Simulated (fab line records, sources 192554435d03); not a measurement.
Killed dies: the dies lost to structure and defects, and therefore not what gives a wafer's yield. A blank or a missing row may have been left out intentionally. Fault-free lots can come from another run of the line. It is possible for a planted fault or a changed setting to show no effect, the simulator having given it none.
Matching of chambers / flow n5-finfet / N5_BEOL_M3_STRIP_66 on rie-diel-03: 4 sister chambers
The step strips in CF4. 22 wafers are shown with their chamber, then 11 later ones without.

WAFERS PAIRED WITH THEIR CHAMBERS
wafer=L074.2; chamber=0; throttle-valve-pct (%)=13.65; drypump-motor-current-A (A)=5.1; oes-product-au (a.u.)=0.72
wafer=L074.4; chamber=3; throttle-valve-pct (%)=13.30; drypump-motor-current-A (A)=5.2; oes-product-au (a.u.)=0.83
wafer=L074.6; chamber=2; throttle-valve-pct (%)=13.55; drypump-motor-current-A (A)=5.7; oes-product-au (a.u.)=0.68
wafer=L075.2; chamber=0; throttle-valve-pct (%)=13.65; drypump-motor-current-A (A)=5.1; oes-product-au (a.u.)=0.71
wafer=L075.4; chamber=0; throttle-valve-pct (%)=13.65; drypump-motor-current-A (A)=5.1; oes-product-au (a.u.)=0.72
wafer=L075.5; chamber=2; throttle-valve-pct (%)=13.56; drypump-motor-current-A (A)=5.6; oes-product-au (a.u.)=0.69
wafer=L077.1; chamber=3; throttle-valve-pct (%)=13.30; drypump-motor-current-A (A)=5.1; oes-product-au (a.u.)=0.83
wafer=L077.5; chamber=0; throttle-valve-pct (%)=13.66; drypump-motor-current-A (A)=5.1; oes-product-au (a.u.)=0.71
wafer=L077.6; chamber=3; throttle-valve-pct (%)=13.30; drypump-motor-current-A (A)=5.1; oes-product-au (a.u.)=0.82
wafer=L078.1; chamber=2; throttle-valve-pct (%)=13.57; drypump-motor-current-A (A)=5.6; oes-product-au (a.u.)=0.68
wafer=L078.4; chamber=0; throttle-valve-pct (%)=13.66; drypump-motor-current-A (A)=5.1; oes-product-au (a.u.)=0.71
wafer=L078.5; chamber=3; throttle-valve-pct (%)=13.31; drypump-motor-current-A (A)=5.2; oes-product-au (a.u.)=0.81
wafer=L079.1; chamber=3; throttle-valve-pct (%)=13.31; drypump-motor-current-A (A)=5.1; oes-product-au (a.u.)=0.81
wafer=L079.2; chamber=2; throttle-valve-pct (%)=13.57; drypump-motor-current-A (A)=5.6; oes-product-au (a.u.)=0.67
wafer=L079.3; chamber=0; throttle-valve-pct (%)=13.68; drypump-motor-current-A (A)=5.1; oes-product-au (a.u.)=0.71
wafer=L079.4; chamber=0; throttle-valve-pct (%)=13.68; drypump-motor-current-A (A)=5.1; oes-product-au (a.u.)=0.71
wafer=L079.5; chamber=2; throttle-valve-pct (%)=13.56; drypump-motor-current-A (A)=5.6; oes-product-au (a.u.)=0.67
wafer=L079.6; chamber=3; throttle-valve-pct (%)=13.31; drypump-motor-current-A (A)=5.2; oes-product-au (a.u.)=0.82
wafer=L080.1; chamber=3; throttle-valve-pct (%)=13.31; drypump-motor-current-A (A)=5.2; oes-product-au (a.u.)=0.82
wafer=L080.2; chamber=1; throttle-valve-pct (%)=13.02; drypump-motor-current-A (A)=6.4; oes-product-au (a.u.)=0.97
wafer=L080.4; chamber=2; throttle-valve-pct (%)=13.59; drypump-motor-current-A (A)=5.6; oes-product-au (a.u.)=0.67
wafer=L081.2; chamber=0; throttle-valve-pct (%)=13.69; drypump-motor-current-A (A)=5.1; oes-product-au (a.u.)=0.71

SIGNATURES (means of the wafers above)
reading=throttle-valve-pct; chamber 0=13.6650; chamber 1=13.0200; chamber 2=13.5667; chamber 3=13.3057; scatter within a chamber=0.0127
reading=drypump-motor-current-A; chamber 0=5.100; chamber 1=6.400; chamber 2=5.617; chamber 3=5.157; scatter within a chamber=0.0376
reading=oes-product-au; chamber 0=0.7125; chamber 1=0.9700; chamber 2=0.6767; chamber 3=0.8200; scatter within a chamber=0.00701
Rule: a wafer lies at a distance from a chamber equal to the root of the sum of squares, over the readings, of (its reading less the chamber's mean, divided by the reading's scatter). If the next closest chamber is less than 2 further off than the closest, the wafer can't be placed; otherwise it belongs to the closest. How the scatter is found: for the shown wafers, subtract from each reading the mean of its chamber, square and add these, divide the total by (wafers less chambers), then take the root.

WAFERS MISSING THEIR CHAMBER
wafer=L081.3; throttle-valve-pct (%)=13.59; drypump-motor-current-A (A)=5.6; oes-product-au (a.u.)=0.67
wafer=L081.4; throttle-valve-pct (%)=13.01; drypump-motor-current-A (A)=6.3; oes-product-au (a.u.)=0.96
wafer=L084.1; throttle-valve-pct (%)=13.05; drypump-motor-current-A (A)=6.3; oes-product-au (a.u.)=0.91
wafer=L084.2; throttle-valve-pct (%)=13.38; drypump-motor-current-A (A)=5.2; oes-product-au (a.u.)=0.79
wafer=L084.3; throttle-valve-pct (%)=13.72; drypump-motor-current-A (A)=5.1; oes-product-au (a.u.)=0.71
wafer=L084.4; throttle-valve-pct (%)=13.04; drypump-motor-current-A (A)=6.3; oes-product-au (a.u.)=0.90
wafer=L084.5; throttle-valve-pct (%)=13.71; drypump-motor-current-A (A)=5.1; oes-product-au (a.u.)=0.70
wafer=L084.6; throttle-valve-pct (%)=13.34; drypump-motor-current-A (A)=5.2; oes-product-au (a.u.)=0.80
wafer=L090.4; throttle-valve-pct (%)=13.02; drypump-motor-current-A (A)=6.4; oes-product-au (a.u.)=0.90
wafer=L090.5; throttle-valve-pct (%)=13.72; drypump-motor-current-A (A)=5.1; oes-product-au (a.u.)=0.70
wafer=L090.6; throttle-valve-pct (%)=13.36; drypump-motor-current-A (A)=5.2; oes-product-au (a.u.)=0.80

WHICH CHAMBER EACH WENT THROUGH
wafer=L081.3; from the rows above=2; in truth=2
wafer=L081.4; from the rows above=1; in truth=1
wafer=L084.1; from the rows above=1; in truth=1
wafer=L084.2; from the rows above=3; in truth=3
wafer=L084.3; from the rows above=0; in truth=0
wafer=L084.4; from the rows above=1; in truth=1
wafer=L084.5; from the rows above=0; in truth=0
wafer=L084.6; from the rows above=3; in truth=3
wafer=L090.4; from the rows above=1; in truth=1
wafer=L090.5; from the rows above=0; in truth=0
wafer=L090.6; from the rows above=3; in truth=3
Correctly placed: 11 of 11. Not placeable from these rows: 0. 0 placed wrongly.
